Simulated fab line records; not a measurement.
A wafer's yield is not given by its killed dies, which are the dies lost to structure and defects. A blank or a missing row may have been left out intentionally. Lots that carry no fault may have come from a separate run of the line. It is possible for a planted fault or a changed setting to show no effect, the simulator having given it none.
fab line records	flow nand_harc
record lots=12	wafers=36	last_day=25
route steps=1159 shown P_CONTACT@237
lots untouched by any fault: they come from a run of this same line in which no faults occurred
start_h: the number of hours between the record's first day and the start of the first shown wafer of the lot	wait_h: hours since the lot's step before	" repeats the value in the row above	L1.1+2: one row covering several wafers at once	- value missing, or start not given	* or withheld: withheld	< > ~ a bound
route shown NAME@n: names a module that has steps shown in the file, with the first one's number in the route	usual: average and standard deviation across the fault-free wafers	same: alike in all rows	chamber/n: place in a boat	sites: readings site by site	_std_site: the standard deviation of these	_edge_site: the outer-site mean with the inner-site mean subtracted	radius_mm: for every site, how far away it sits from the centre of the wafer	mask NAME#n: copy n	behind: tool/chamber where the wafer was last shaped	hold: what put the lot on hold/how long, in hours/how the hold closed	device: whichever transistor did not switch (one of n, p or np)	end of line: the same wafers' tests at the end of the route	a step without rows: its recipe alone	killed: dies that structure and defects cost at the first sort, which is not the same as the wafer's yield	map: per-die view of a wafer (x killed, . not killed, _ where there is no die)
set.NAME: setting as actually run; set.NAME@STEP: the setting as run at that earlier step	model.NAME: the simulator's own value behind a step, which no gauge read
the route's steps for a sample of lots (tables are steps, rows are wafers)
services: from which hour (start_h, from the record's first day; less than 0 if before it) a tool's chamber was out of use, for how many hours, and why
## steps
# step NHARC_P_CONTACT_ETCH_36
# recipe target_depth_a=2600	over_etch_frac=0.25	time_s=406.25	ion_energy_ev=200	n2_flow_sccm=150	h2_flow_sccm=150	ar_flow_sccm=0	rf_w=400	bias_w=150	chemistry=N2/H2
# usual drypump_motor_current_A=5.7/0.51	oes_product_au=1.001/0.0093	rf_fwd_power_W=399.3/1.3	rf_vpp_V=430.4/2.3	showerhead_plenum_p_Torr=2.03/0.083	throttle_valve_pct=14.171/0.0095
lot.wafer	tool	chamber	start_h	wait_h	drypump_motor_current_A	oes_product_au	rf_fwd_power_W	rf_hours_counter_h	rf_vpp_V	showerhead_plenum_p_Torr	throttle_valve_pct
L368.4	rie_diel-11	3	-	-	6.2	0.984	399.4	11	427.3	1.93	14.175
L368.1	"	2	"	"	5.9	1.004	400.6	11	428.8	2.02	14.159
L368.6	"	3	"	"	6.2	0.988	400.3	-	426.9	1.93	14.171
L370.4	rie_diel-11	3	-	-	6.2	0.986	398.9	13	427.0	1.93	14.187
L370.2	"	0	"	"	6.4	1.003	399.4	13	428.9	1.94	14.144
L370.3	"	2	"	"	5.8	1.000	398.2	12	429.7	2.02	14.168
L371.2	rie_diel-01	3	-	-	5.2	1.011	399.9	0	431.5	2.09	14.162
L371.3	"	1	"	"	5.1	1.009	399.7	0	428.2	1.97	14.163
L371.5	"	3	"	"	5.2	1.003	399.5	-	433.2	2.09	14.155
L372.2	rie_diel-01	3	-	-	5.2	1.005	398.9	2	433.0	2.09	14.163
L372.3	"	1	"	"	5.1	0.997	398.2	2	428.6	1.97	14.182
L372.5	"	3	"	"	5.2	1.009	400.4	-	432.5	2.09	14.169
L376.1	rie_diel-12	1	-	-	6.0	1.007	398.5	61	431.3	2.00	14.176
L376.3	"	2	"	"	5.5	0.992	400.9	60	435.6	2.20	14.181
L376.5	"	2	"	"	5.6	0.987	400.4	-	435.2	2.20	14.176
L379.1	rie_diel-01	3	-	-	5.2	0.993	399.9	7	433.1	2.09	14.155
L379.2	"	2	"	"	5.5	1.007	399.8	6	431.7	2.08	14.184
L379.6	"	3	"	"	5.2	1.002	399.5	-	432.4	2.09	14.152
L380.3	rie_diel-11	2	-	-	5.8	0.997	399.6	2	429.3	2.01	14.172
L380.4	"	0	"	"	6.5	1.026	397.9	1	427.3	1.93	14.166
L380.1	"	1	"	"	5.0	1.004	401.4	2	433.4	2.15	14.164
L382.4	rie_diel-11	0	-	-	6.5	1.013	401.9	2	427.1	1.93	14.166
L382.6	"	3	"	"	6.2	0.985	400.0	-	427.4	1.93	14.176
L382.5	"	0	"	"	6.5	0.994	402.3	-	428.6	1.94	14.170
L384.4	rie_diel-01	0	-	-	5.4	0.997	398.8	9	430.5	2.05	14.162
L384.2	"	1	"	"	5.1	1.001	400.0	9	428.7	1.96	14.166
L384.1	"	3	"	"	5.2	0.992	399.7	9	433.1	2.09	14.164
L383.4	rie_diel-11	1	-	-	5.0	1.004	399.7	3	432.5	2.15	14.171
L383.3	"	3	"	"	6.2	0.982	401.3	3	427.4	1.93	14.162
L383.5	"	0	"	"	6.5	1.015	398.6	-	428.0	1.93	14.168
L385.3	rie_diel-11	2	-	-	5.8	0.992	399.6	4	429.6	2.01	14.175
L385.6	"	1	"	"	5.0	1.010	399.4	-	433.7	2.15	14.174
L385.5	"	2	"	"	5.9	0.994	400.4	-	430.1	2.01	14.186
L386.1	rie_diel-01	3	-	-	5.2	1.002	398.5	10	431.3	2.09	14.165
L386.5	"	1	"	"	5.1	1.006	398.9	-	428.1	1.96	14.170
L386.6	"	2	"	"	5.5	1.004	399.5	-	432.2	2.08	14.173
# step NHARC_P_CONTACT_ETCH_31
# recipe target_depth_a=300	time_s=85.7	ion_energy_ev=120	over_etch_frac=1	ch3f_flow_sccm=50	o2_flow_sccm=30	ar_flow_sccm=200	rf_w=500	bias_w=100	chemistry=CH3F/O2
# usual drypump_motor_current_A=5.6/0.48	oes_product_au=0.983/0.011	rf_fwd_power_W=496.6/2	rf_vpp_V=244.2/1.5	showerhead_plenum_p_Torr=2.46/0.093	throttle_valve_pct=20.664/0.0096
lot.wafer	tool	chamber	start_h	wait_h	drypump_motor_current_A	oes_product_au	rf_fwd_power_W	rf_hours_counter_h	rf_vpp_V	showerhead_plenum_p_Torr	throttle_valve_pct
L368.1	rie_diel-11	2	-	-	5.9	0.984	494.2	11	244.3	2.43	20.655
L368.4	"	0	"	"	6.5	0.975	496.5	11	241.9	2.34	20.652
L368.6	"	2	"	"	5.8	0.987	494.1	-	243.0	2.43	20.668
L370.3	rie_diel-11	3	-	-	6.2	0.978	499.6	13	243.0	2.34	20.664
L370.2	"	1	"	"	5.0	0.992	497.2	12	247.5	2.59	20.661
L370.4	"	2	"	"	5.8	0.988	497.6	12	244.6	2.43	20.678
L371.3	rie_diel-01	2	-	-	5.5	0.982	495.4	1	244.3	2.51	20.677
L371.2	"	3	"	"	5.2	0.988	492.6	1	245.4	2.52	20.669
L371.5	"	1	"	"	5.1	0.990	497.2	-	242.6	2.38	20.652
L372.3	rie_diel-01	3	-	-	5.2	0.979	494.6	2	244.8	2.52	20.657
L372.2	"	2	"	"	5.5	0.985	495.8	2	244.7	2.51	20.656
L372.5	"	0	"	"	5.5	0.973	498.3	-	245.7	2.47	20.664
L376.1	rie_diel-12	2	-	-	5.6	0.963	498.8	61	247.7	2.64	20.671
L376.3	"	0	"	"	5.6	0.977	494.1	60	242.1	2.41	20.666
L376.5	"	3	"	"	5.2	0.964	495.7	-	245.8	2.60	20.666
L379.1	rie_diel-01	0	-	-	5.5	0.978	494.3	8	243.5	2.47	20.651
L379.2	"	1	"	"	5.1	0.984	499.3	7	243.7	2.37	20.657
L379.6	"	0	"	"	5.5	0.987	497.1	-	244.1	2.47	20.666
L380.4	rie_diel-11	3	-	-	6.3	0.983	498.2	1	243.3	2.34	20.677
L380.1	"	0	"	"	6.5	0.995	492.7	2	242.8	2.34	20.668
L380.3	"	1	"	"	5.0	0.977	498.8	2	246.0	2.59	20.662
L382.4	rie_diel-11	3	-	-	6.2	0.978	496.7	2	243.2	2.34	20.667
L382.5	"	3	"	"	6.2	0.975	494.1	-	242.8	2.34	20.660
L382.6	"	0	"	"	6.5	0.988	493.8	-	241.6	2.34	20.670
L384.4	rie_diel-01	2	-	-	5.5	1.001	494.2	9	243.8	2.50	20.666
L384.2	"	3	"	"	5.2	0.971	495.8	10	244.4	2.52	20.658
L384.1	"	0	"	"	5.5	0.983	495.8	9	245.7	2.47	20.657
L383.3	rie_diel-11	1	-	-	5.0	0.999	496.8	4	245.2	2.59	20.667
L383.4	"	1	"	"	5.0	1.002	498.1	-	246.1	2.59	20.664
L383.5	"	2	"	"	5.8	0.990	498.4	-	243.5	2.43	20.672
L385.3	rie_diel-11	3	-	-	6.2	0.969	497.7	4	242.4	2.34	20.657
L385.5	"	2	"	"	5.8	0.959	496.8	-	245.5	2.43	20.673
L385.6	"	3	"	"	6.2	0.970	499.7	-	242.7	2.34	20.652
L386.1	rie_diel-01	0	-	-	5.5	0.958	496.3	10	244.9	2.47	20.658
L386.5	"	1	"	"	5.1	0.970	498.9	-	242.5	2.37	20.667
L386.6	"	2	"	"	5.5	0.972	496.3	-	243.9	2.50	20.664
# step NHARC_P_CONTACT_PVD_32
# recipe target_thk_a=50	chamber_pressure_pa=5	power_w=5000	substrate_temp_c=200	time_s=17.7	material=Ti
# usual throttle_valve_pct=30.3/0.95
lot.wafer	tool	chamber	start_h	wait_h	throttle_valve_pct
L368.4	pvd_sputter-03	-	-	-	29.2
L368.1	"	-	"	"	29.5
L368.6	"	-	"	"	29.1
L370.2	pvd_sputter-03	-	-	-	30.9
L370.4	"	-	"	"	29.8
L370.3	"	-	"	"	29.5
L371.2	pvd_sputter-01	-	-	-	29.5
L371.3	"	-	"	"	30.6
L371.5	"	-	"	"	27.8
L372.2	pvd_sputter-03	-	-	-	29.5
L372.3	"	-	"	"	30.4
L372.5	"	-	"	"	29.6
L376.1	pvd_sputter-02	-	-	-	29.9
L376.3	"	-	"	"	30.8
L376.5	"	-	"	"	29.8
L379.2	pvd_sputter-03	-	-	-	29.3
L379.1	"	-	"	"	29.9
L379.6	"	-	"	"	29.2
L380.3	pvd_sputter-03	-	-	-	29.3
L380.1	"	-	"	"	29.3
L380.4	"	-	"	"	31.0
L382.4	pvd_sputter-03	-	-	-	29.3
L382.5	"	-	"	"	29.4
L382.6	"	-	"	"	29.7
L384.2	pvd_sputter-01	-	-	-	30.7
L384.4	"	-	"	"	30.7
L384.1	"	-	"	"	27.7
L383.3	pvd_sputter-02	-	-	-	31.2
L383.4	"	-	"	"	31.3
L383.5	"	-	"	"	30.5
L385.3	pvd_sputter-03	-	-	-	29.7
L385.6	"	-	"	"	29.3
L385.5	"	-	"	"	29.5
L386.1	pvd_sputter-03	-	-	-	29.6
L386.6	"	-	"	"	29.4
L386.5	"	-	"	"	29.2
# step NHARC_P_CONTACT_CMP_24
# recipe t_overpolish_s=30	target_thk_nm=200
# usual motor_current_A=12.3/0.88	overpolish_run_s=30.001/0.0089	slurry_filter_dp_kPa=13.53/0.14	time_to_endpoint_s=40.3/2.8
lot.wafer	tool	chamber	start_h	wait_h	motor_current_A	overpolish_run_s	slurry_filter_dp_kPa	time_to_endpoint_s
L368.4	cmp-02	2	140.59	0.4	12.6	29.996	13.50	38.6
L368.1	"	3	"	"	12.7	30.011	13.38	37.5
L368.6	"	1	"	"	13.5	29.991	13.50	37.9
L370.3	cmp-04	0	155.29	0.4	12.3	29.984	13.57	40.1
L370.2	"	2	"	"	10.6	29.997	13.56	41.3
L370.4	"	3	"	"	11.5	30.001	13.53	36.2
L371.3	cmp-02	3	155.83	0.4	12.2	30.008	13.38	40.2
L371.2	"	2	"	"	12.2	30.008	13.32	41.5
L371.5	"	0	"	"	12.9	29.983	13.37	38.2
L372.2	cmp-04	1	167.72	0.5	12.7	30.007	13.57	39.2
L372.3	"	2	"	"	10.4	29.999	13.50	37.6
L372.5	"	0	"	"	12.8	30.000	13.53	44.3
L376.1	cmp-02	1	194.97	1.0	14.0	29.998	13.57	21.2
L376.3	"	0	"	"	13.0	29.999	13.45	23.0
L376.5	"	1	"	"	13.4	30.014	13.54	22.1
L379.2	cmp-02	3	218.79	0.6	12.8	30.011	13.57	24.2
L379.1	"	1	"	"	14.2	30.017	13.49	20.6
L379.6	"	2	"	"	12.1	30.004	13.38	22.4
L380.3	cmp-02	2	219.76	0.3	12.1	30.004	13.54	26.9
L380.1	"	3	"	"	12.6	30.008	13.53	24.4
L380.4	"	1	"	"	13.9	29.996	13.26	21.9
L382.4	cmp-03	3	221.52	0.4	12.9	30.025	13.44	45.6
L382.6	"	1	"	"	12.2	30.003	13.49	40.3
L382.5	"	2	"	"	13.0	29.992	13.46	43.3
L384.2	cmp-03	1	241.98	0.6	12.0	30.003	13.68	40.9
L384.1	"	2	"	"	13.0	30.015	13.35	44.2
L384.4	"	3	"	"	13.4	29.985	13.55	43.2
L383.3	cmp-03	0	242.51	0.3	12.3	30.003	13.59	38.1
L383.4	"	2	"	"	12.8	29.996	13.83	43.4
L383.5	"	3	"	"	13.2	29.994	13.50	42.4
L385.3	cmp-03	3	249.50	0.3	13.5	30.001	13.63	46.0
L385.5	"	1	"	"	11.8	30.010	13.76	39.5
L385.6	"	2	"	"	12.4	30.007	13.59	44.4
L386.1	cmp-04	1	253.17	0.6	11.9	30.007	13.37	35.5
L386.6	"	1	"	"	12.0	30.007	13.83	34.6
L386.5	"	2	"	"	10.3	30.020	13.48	36.3
## services
tool	chamber	start_h	hours	kind
rie_diel-01	1	112.96	11.6	repair
rie_diel-01	2	120.72	12.2	repair
pvd_sputter-02	-	125.49	1.7	repair
cmp-02	-	128.63	4.0	pm
pvd_sputter-01	-	137.52	0.8	repair
rie_diel-01	-	137.80	9.0	pm
cmp-03	-	156.13	4.0	pm
pvd_sputter-01	-	158.09	10.0	pm
rie_diel-11	1	162.50	7.7	repair
cmp-02	-	179.76	3.2	repair
cmp-03	-	186.21	4.1	repair
rie_diel-11	-	189.50	9.0	pm
rie_diel-01	-	191.69	1.1	repair
pvd_sputter-03	-	194.66	1.5	repair
pvd_sputter-03	-	199.85	2.3	repair
rie_diel-12	-	202.44	9.0	pm
cmp-04	-	203.00	4.0	pm
rie_diel-11	3	203.84	4.4	repair
rie_diel-01	0	211.93	13.9	repair
pvd_sputter-02	-	214.00	10.0	pm
cmp-02	-	226.76	4.0	pm
cmp-03	-	232.78	0.8	repair
rie_diel-11	0	237.25	3.6	repair
cmp-04	-	250.04	0.5	repair
## key
first_sign step=NHARC_P_CONTACT_CMP_24	reading=time_to_endpoint_s	direction=down	sigmas=6.3	usual=*	struck=*
effect none on later readings
met_at NHARC_P_CONTACT_CMP_24
struck_lots L376,L379,L380
tester_left_out L376,L379,L380
not_acting_at NHARC_P_CONTACT_ETCH_36,NHARC_P_CONTACT_ETCH_31,NHARC_P_CONTACT_PVD_32
onset_between 155.83 194.97
fault kind=process_parameter_drift	tool=cmp-02	chamber=-	onset_h=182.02	steps=NHARC_P_CONTACT_CMP_24	channel=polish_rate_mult	offset=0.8	shape=step	end_h=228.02
# tester_left_out: of these lots the tester's yield and bins aren't shown, on N5 and GAA mostly nor the transistor test; their killed dies are dies lost to structure and defects alone, not to doping, threshold or leakage, so they don't give the yield
